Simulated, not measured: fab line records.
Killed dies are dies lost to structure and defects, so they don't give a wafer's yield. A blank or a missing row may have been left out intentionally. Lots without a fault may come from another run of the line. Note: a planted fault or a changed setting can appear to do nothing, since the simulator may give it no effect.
fab line records ; flow n5-finfet
record: lots: 5; wafers: 15; last-day: 18
route steps=1938 shown GATE_CUT@493 BEOL_M4@1111
lots that met no fault: taken from a fault-free run of the same line
start-h: the number of hours between the record's first day and the start of the first shown wafer of the lot ; wait-h: hours elapsed since this lot's preceding step ; " as in the row above ; L1.1+2: a row that stands for several wafers ; - no value, or no start was given ; * or withheld: withheld ; < > ~ a bound
route shown NAME@n: names a module that has steps shown in the file, with the first one's number in the route ; usual: mean/standard deviation of fault-free wafers ; same: alike in all rows ; chamber/n: place in a boat ; sites: per-site readings ; _std_site: standard deviation of those values ; _edge_site: inner sites' mean taken away from outer sites' mean ; radius-mm: how far each site lies from the wafer's centre ; mask NAME#n: copy n ; behind: the last tool/chamber to shape the wafer ; hold: reason for holding the lot/hours on hold/outcome of the hold ; device: transistor that didn't switch, given as n, p or np ; end of line: at the end of the route, the tests of the same wafers ; for a step that has no rows: nothing shown but its recipe ; killed: at the first sort, the dies lost to defects and structure; wafer yield is something else ; map: dies across one wafer; x = killed, . = not, _ = none there
set.NAME: the setting that was run; set.NAME@STEP: the one run at that earlier step ; model.NAME: the simulator's own value behind a step, which no gauge read
lots seen at some steps along the route; tables by step, rows by wafer
services: the hour from which a tool's chamber was out of use, counted from the record's first day as start-h (under 0 if before that day), plus the number of hours and why
== steps ==
step: N5_GATE_CUT_ETCH_37
recipe: chemistry: N2/H2; target: SOC; target-depth-a: 600; overetch-a: 120; mask-material: SiARC; temp-c: 40; time-s: 90; ion-energy-ev: 200; pressure-mtorr: 30; source-w: 840; bias-w: 150; n2-flow-sccm: 200; h2-flow-sccm: 200
step: N5_GATE_CUT_STRIP_38
recipe: chemistry: N2/H2; temp-c: 40; n2-flow-sccm: 200; h2-flow-sccm: 200; rf-frequency-hz: 6e+07
step: N5_GATE_CUT_STRIP_39
recipe: chemistry: N2/H2; temp-c: 40; n2-flow-sccm: 200; h2-flow-sccm: 200; rf-frequency-hz: 6e+07
step: N5_GATE_CUT_HM_OPEN_40
recipe: chemistry: C4F6/O2; target: SiO2; mask-material: SiARC; target-depth-a: 1390; time-s: 85.1; ion-energy-ev: 250; pressure-mtorr: 30; source-w: 345; bias-w: 185; Ar_flow_sccm: 300; C4F6_flow_sccm: 10; O2_flow_sccm: 10; ends: cleared
step: N5_GATE_CUT_STRIP_41
recipe: chemistry: CF4; resist: SiARC; power-w: 300; bias-power-w: 75; pressure-mtorr: 50; cf4-flow-sccm: 150; rf-frequency-hz: 6e+07
usual: drypump-motor-current-A: 5.6/0.53; oes-product-au: 0.177/0.015; rf-fwd-power-W: 293.9/1.8; rf-vpp-V: 271.7/1.7; showerhead-plenum-p-Torr: 1.82/0.071; throttle-valve-pct: 13.67/0.25
lot.wafer;tool;chamber;start-h;wait-h;drypump-motor-current-A;oes-product-au;rf-fwd-power-W;rf-hours-counter-h;rf-vpp-V;showerhead-plenum-p-Torr;throttle-valve-pct
L501.1;rie-diel-02;0;93.17;0.0;5.2;0.179;292.0;122;272.1;1.87;13.91
L501.3;rie-diel-02;3;93.17;0.0;5.5;0.180;291.5;121;273.0;1.88;13.75
L501.6;rie-diel-02;3;93.17;0.0;5.5;0.187;291.9;-;274.2;1.88;13.76
L504.2;rie-diel-06;2;107.64;0.0;5.9;0.157;295.0;220;271.9;1.79;14.00
L504.4;rie-diel-06;3;107.64;0.0;6.5;0.183;296.0;135;271.9;1.88;13.45
L504.5;rie-diel-06;3;107.64;0.0;6.5;0.176;296.4;-;273.1;1.88;13.46
L506.3;rie-diel-02;0;119.99;0.0;5.2;0.179;293.8;-;273.3;1.87;13.93
L506.5;rie-diel-02;3;119.99;0.0;5.5;0.181;293.3;-;274.1;1.88;13.77
L506.6;rie-diel-02;0;119.99;0.0;5.2;0.171;293.9;-;273.2;1.87;13.91
L518.3;rie-diel-06;3;194.38;0.0;6.5;0.175;295.9;158;272.6;1.87;13.49
L518.4;rie-diel-06;1;194.38;0.0;6.5;0.199;291.9;41;274.4;1.90;13.25
L518.6;rie-diel-06;0;194.38;0.0;5.1;0.169;296.0;-;270.2;1.71;13.63
L523.2;rie-diel-06;0;221.58;0.0;5.2;0.169;294.0;168;269.5;1.71;13.64
L523.3;rie-diel-06;3;221.58;0.0;6.4;0.169;296.4;168;272.9;1.87;13.52
L523.6;rie-diel-06;3;221.58;0.0;6.4;0.174;297.0;-;271.6;1.87;13.52
step: N5_GATE_CUT_STRIP_42
recipe: chemistry: O2; power-w: 400; temp-c: 40; pressure-mtorr: 30; rf-frequency-hz: 6e+07; bias-power-w: 0; overash-fraction: 0.3; o2-flow-sccm: 225
step: N5_GATE_CUT_ETCH_19
recipe: chemistry: CH3F/O2; target: SiNx; mask-material: SiO2; target-depth-a: 537; time-s: 76.7; pressure-mtorr: 30; source-w: 395; bias-w: 73; Ar_flow_sccm: 150; CH3F_flow_sccm: 30; O2_flow_sccm: 20; ion-energy-ev: 120; ends: cleared
step: N5_GATE_CUT_CUT_ETCH_53
recipe: chemistry: SF6/Cl2; target: W; mask-material: SiO2; target-depth-a: 792; pressure-mtorr: 8; icp-w: 900; bias-w: 80; SF6_flow_sccm: 40; Cl2_flow_sccm: 60; ends: cleared
step: N5_GATE_CUT_CUT_ETCH_54
recipe: chemistry: Cl2/BCl3; target: TiN; mask-material: SiO2; target-depth-a: 967; pressure-mtorr: 10; icp-w: 1000; bias-w: 126; Cl2_flow_sccm: 53.25; bcl3-flow-sccm: 21.75; Ar_flow_sccm: 25; ends: cleared
step: N5_GATE_CUT_CUT_ETCH_55
recipe: chemistry: BCl3; target: HfO2; mask-material: SiO2; target-depth-a: 32; ion-energy-ev: 30; pressure-mtorr: 5; icp-w: 450; bias-w: 18; bcl3-flow-sccm: 80
usual: drypump-motor-current-A: 5.7/0.45; oes-product-au: 0.86/0.11; rf-fwd-power-W: 441.2/2.7; throttle-valve-pct: 33.18/0.28
lot.wafer;tool;chamber;start-h;wait-h;drypump-motor-current-A;oes-product-au;rf-fwd-power-W;rf-hours-counter-h;throttle-valve-pct
L501.1;rie-metal-02;0;93.46;0.0;6.0;0.98;438.3;0;33.29
L501.3;rie-metal-02;0;93.46;0.0;6.1;0.98;435.7;-;33.31
L501.6;rie-metal-02;0;93.46;0.0;6.1;0.98;439.1;-;33.30
L504.2;rie-metal-01;1;107.93;0.0;6.1;0.81;443.6;30;33.14
L504.4;rie-metal-01;1;107.93;0.0;6.1;0.81;444.0;-;33.13
L504.5;rie-metal-01;1;107.93;0.0;6.1;0.81;443.5;-;33.15
L506.3;rie-metal-01;1;120.48;0.1;6.0;0.80;442.9;-;33.14
L506.5;rie-metal-01;1;120.48;0.1;6.0;0.81;443.3;-;33.14
L506.6;rie-metal-01;1;120.48;0.1;6.0;0.80;445.1;-;33.14
L518.3;rie-metal-03;1;194.68;0.0;4.9;0.92;443.3;-;33.12
L518.4;rie-metal-03;0;194.68;0.0;5.4;0.90;441.1;-;32.90
L518.6;rie-metal-03;0;194.68;0.0;5.4;0.90;444.3;-;32.90
L523.2;rie-metal-03;0;221.87;0.0;5.4;0.87;440.1;12;32.92
L523.3;rie-metal-03;1;221.87;0.0;4.9;0.90;443.6;-;33.11
L523.6;rie-metal-03;1;221.87;0.0;5.0;0.91;444.6;-;33.10
step: N5_GATE_CUT_ETCH_47
recipe: chemistry: Cl2/BCl3; target: SiO2; target-depth-a: 100; pressure-mtorr: 10; icp-w: 1000; bias-w: 126; Cl2_flow_sccm: 53.25; bcl3-flow-sccm: 21.75; Ar_flow_sccm: 25
usual: drypump-motor-current-A: 5.7/0.45; oes-product-au: 0.86/0.11; rf-fwd-power-W: 980/5.8; throttle-valve-pct: 22.82/0.21
lot.wafer;tool;chamber;start-h;wait-h;drypump-motor-current-A;oes-product-au;rf-fwd-power-W;rf-hours-counter-h;throttle-valve-pct
L501.1;rie-metal-02;0;93.49;0.0;6.1;0.98;972;0;22.91
L501.3;rie-metal-02;0;93.49;0.0;6.0;0.98;980;-;22.89
L501.6;rie-metal-02;0;93.49;0.0;6.1;0.98;978;-;22.89
L504.2;rie-metal-01;1;107.96;0.0;6.0;0.81;988;30;22.78
L504.4;rie-metal-01;1;107.96;0.0;6.1;0.81;988;-;22.78
L504.5;rie-metal-01;1;107.96;0.0;6.1;0.80;982;-;22.78
L506.3;rie-metal-01;1;120.54;0.1;6.0;0.81;987;-;22.77
L506.5;rie-metal-01;1;120.54;0.1;6.1;0.81;989;-;22.78
L506.6;rie-metal-01;1;120.54;0.1;6.1;0.80;990;-;22.79
L518.3;rie-metal-03;1;194.71;0.0;4.9;0.92;981;-;22.75
L518.4;rie-metal-03;0;194.71;0.0;5.4;0.89;977;-;22.49
L518.6;rie-metal-03;0;194.71;0.0;5.4;0.89;983;-;22.50
L523.2;rie-metal-03;0;221.90;0.0;5.4;0.87;977;12;22.52
L523.3;rie-metal-03;1;221.90;0.0;4.9;0.91;984;-;22.74
L523.6;rie-metal-03;1;221.90;0.0;4.9;0.91;987;-;22.74
step: N5_GATE_CUT_VAPOR_ETCH_48
recipe: chemistry: BCl3/Cl2; target: TiN; mode: isotropic
usual: drypump-motor-current-A: 5.7/0.45; oes-product-au: 0.86/0.11
lot.wafer;tool;chamber;start-h;wait-h;drypump-motor-current-A;oes-product-au
L501.1;rie-metal-02;0;93.52;0.0;6.1;0.99
L501.3;rie-metal-02;0;93.52;0.0;6.1;0.99
L501.6;rie-metal-02;0;93.52;0.0;6.1;0.98
L504.2;rie-metal-01;1;107.99;0.0;6.1;0.81
L504.4;rie-metal-01;1;107.99;0.0;6.1;0.80
L504.5;rie-metal-01;1;107.99;0.0;6.1;0.80
L506.3;rie-metal-01;1;120.60;0.1;6.1;0.79
L506.5;rie-metal-01;1;120.60;0.1;6.1;0.80
L506.6;rie-metal-01;1;120.60;0.1;6.1;0.80
L518.3;rie-metal-03;1;194.74;0.0;4.9;0.93
L518.4;rie-metal-03;0;194.74;0.0;5.4;0.90
L518.6;rie-metal-03;0;194.74;0.0;5.4;0.90
L523.2;rie-metal-03;0;221.93;0.0;5.4;0.87
L523.3;rie-metal-03;1;221.93;0.0;4.9;0.90
L523.6;rie-metal-03;1;221.93;0.0;4.9;0.90
step: N5_GATE_CUT_VAPOR_ETCH_49
recipe: chemistry: BCl3/Cl2; target: TiAlC; mode: isotropic
usual: drypump-motor-current-A: 5.7/0.45; oes-product-au: 0.85/0.11
lot.wafer;tool;chamber;start-h;wait-h;drypump-motor-current-A;oes-product-au
L501.1;rie-metal-02;0;93.55;0.0;6.1;0.99
L501.3;rie-metal-02;0;93.55;0.0;6.1;0.99
L501.6;rie-metal-02;0;93.55;0.0;6.1;0.99
L504.2;rie-metal-01;1;108.02;0.0;6.0;0.80
L504.4;rie-metal-01;1;108.02;0.0;6.0;0.80
L504.5;rie-metal-01;1;108.02;0.0;6.0;0.80
L506.3;rie-metal-01;1;120.66;0.1;6.0;0.55
L506.5;rie-metal-01;1;120.66;0.1;6.1;0.79
L506.6;rie-metal-01;1;120.66;0.1;6.1;0.55
L518.3;rie-metal-03;1;194.77;0.0;4.9;0.93
L518.4;rie-metal-03;0;194.77;0.0;5.4;0.89
L518.6;rie-metal-03;0;194.77;0.0;5.5;0.91
L523.2;rie-metal-03;0;221.96;0.0;5.4;0.87
L523.3;rie-metal-03;1;221.96;0.0;4.9;0.90
L523.6;rie-metal-03;1;221.96;0.0;4.9;0.89
step: N5_GATE_CUT_VAPOR_ETCH_51
recipe: chemistry: BCl3/Cl2; target: HfO2; mode: isotropic
usual: drypump-motor-current-A: 5.7/0.45; oes-product-au: 0.85/0.11
lot.wafer;tool;chamber;start-h;wait-h;drypump-motor-current-A;oes-product-au
L501.1;rie-metal-02;0;93.58;0.0;6.0;0.98
L501.3;rie-metal-02;0;93.58;0.0;6.0;0.99
L501.6;rie-metal-02;0;93.58;0.0;6.0;0.98
L504.2;rie-metal-01;1;108.05;0.0;6.1;0.80
L504.4;rie-metal-01;1;108.05;0.0;6.0;0.81
L504.5;rie-metal-01;1;108.05;0.0;6.1;0.80
L506.3;rie-metal-01;1;120.72;0.1;6.1;0.79
L506.5;rie-metal-01;1;120.72;0.1;6.1;0.79
L506.6;rie-metal-01;1;120.72;0.1;6.1;0.79
L518.3;rie-metal-03;1;194.80;0.0;4.9;0.92
L518.4;rie-metal-03;0;194.80;0.0;5.4;0.90
L518.6;rie-metal-03;0;194.80;0.0;5.4;0.89
L523.2;rie-metal-03;0;221.99;0.0;5.4;0.88
L523.3;rie-metal-03;1;221.99;0.0;4.9;0.91
L523.6;rie-metal-03;1;221.99;0.0;5.0;0.91
step: N5_BEOL_M4_RC_MEAS_101
usual: DIBL_N: 36.2/1.7; DIBL_P: 36.2/2.2; IOFF_N: 0.16/0.035; IOFF_P: 0.21/0.042; ION_N: 673/13; ION_P: 462/7.9; SS_N: 71.4/0.59; SS_P: 73.2/0.7; VT_N: 250/3.6; VT_P: -251/3.5
lot.wafer;tool;chamber;start-h;wait-h;DIBL_N[mV/V];DIBL_P[mV/V];IOFF_N[nA/um];IOFF_P[nA/um];ION_N[uA/um];ION_P[uA/um];SS_N[mV/dec];SS_P[mV/dec];VT_N[mV];VT_P[mV]
L501.1;prober-01;0;167.06;0.0;37.0;38.0;0.16;0.21;678;460;72.1;73.3;249;-251
L501.3;prober-01;0;167.06;0.0;36.5;37.9;0.16;0.22;684;464;71.8;73.3;245;-250
L501.6;prober-01;0;167.06;0.0;37.1;38.4;0.18;0.22;682;462;71.1;72.3;248;-251
L504.2;prober-02;0;178.33;0.2;35.6;35.1;0.16;0.21;672;465;70.8;73.2;249;-251
L504.4;prober-02;0;178.33;0.2;33.1;32.7;0.11;0.16;654;456;70.4;72.1;255;-253
L504.5;prober-02;0;178.33;0.2;35.7;36.2;0.16;0.23;674;462;71.2;73.7;247;-248
L506.3;prober-01;0;196.63;0.3;35.3;36.4;0.14;0.18;661;445;71.4;72.7;250;-253
L506.5;prober-01;0;196.63;0.3;35.8;37.2;0.17;0.19;664;454;71.8;73.8;250;-253
L506.6;prober-01;0;196.63;0.3;35.0;36.2;0.15;0.19;660;452;71.3;73.7;249;-252
L518.3;prober-02;0;281.42;0.3;35.0;34.2;0.13;0.16;657;450;71.1;72.9;251;-256
L518.4;prober-02;0;281.42;0.3;34.6;33.9;0.12;0.16;664;457;70.7;72.8;253;-254
L518.6;prober-02;0;281.42;0.3;34.0;33.8;0.12;0.16;662;454;71.3;73.0;254;-255
L523.2;prober-01;0;305.94;0.2;34.3;34.9;0.13;0.15;668;447;70.6;72.8;256;-258
L523.3;prober-01;0;305.94;0.2;37.6;38.2;0.20;0.19;685;456;72.2;74.1;248;-254
L523.6;prober-01;0;305.94;0.2;36.9;38.7;0.19;0.20;686;454;72.1;73.7;247;-256
== services ==
tool;chamber;start-h;hours;kind
rie-metal-03;0;75.98;-;clean
rie-metal-03;0;75.98;18.3;scheduled-down
rie-metal-03;0;75.98;18.3;vent-cycle
rie-metal-02;1;94.62;-;clean
rie-metal-02;1;94.62;18.1;scheduled-down
rie-metal-02;1;94.62;18.1;vent-cycle
rie-diel-02;2;106.52;6.9;repair
rie-diel-02;1;113.58;17.4;repair
rie-diel-02;2;118.32;7.8;repair
rie-metal-01;0;118.70;-;clean
rie-metal-01;0;118.70;27.3;scheduled-down
rie-metal-01;0;118.70;27.3;vent-cycle
rie-metal-03;1;120.10;-;clean
rie-metal-03;1;120.10;23.6;scheduled-down
rie-metal-03;1;120.10;23.6;vent-cycle
rie-diel-02;3;144.57;4.2;repair
rie-diel-02;-;154.97;0.8;repair
rie-metal-03;-;186.42;2.8;pm
rie-metal-01;-;189.92;0.2;repair
rie-diel-06;2;207.73;-;clean
rie-diel-06;2;207.73;-;consumable-replace:focus-ring
rie-diel-06;2;207.73;13.7;scheduled-down
rie-diel-02;2;209.65;5.9;repair
rie-diel-06;-;213.63;0.3;repair
== key ==
first-sign: step: N5_GATE_CUT_VAPOR_ETCH_49; reading: oes-product-au; direction: down; sigmas: 2.7; usual: 0.85; struck: 0.55
effect none on later readings
met-at N5_GATE_CUT_VAPOR_ETCH_49
struck-wafers L506.3,L506.6
onset-between 108.02 120.66
fault: kind: process-parameter-drift; tool: rie-metal-01; chamber: -; onset-h: 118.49; steps: N5_GATE_CUT_VAPOR_ETCH_49; channel: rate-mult; offset: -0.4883; shape: step; end-h: 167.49; scope: struck-wafers-only
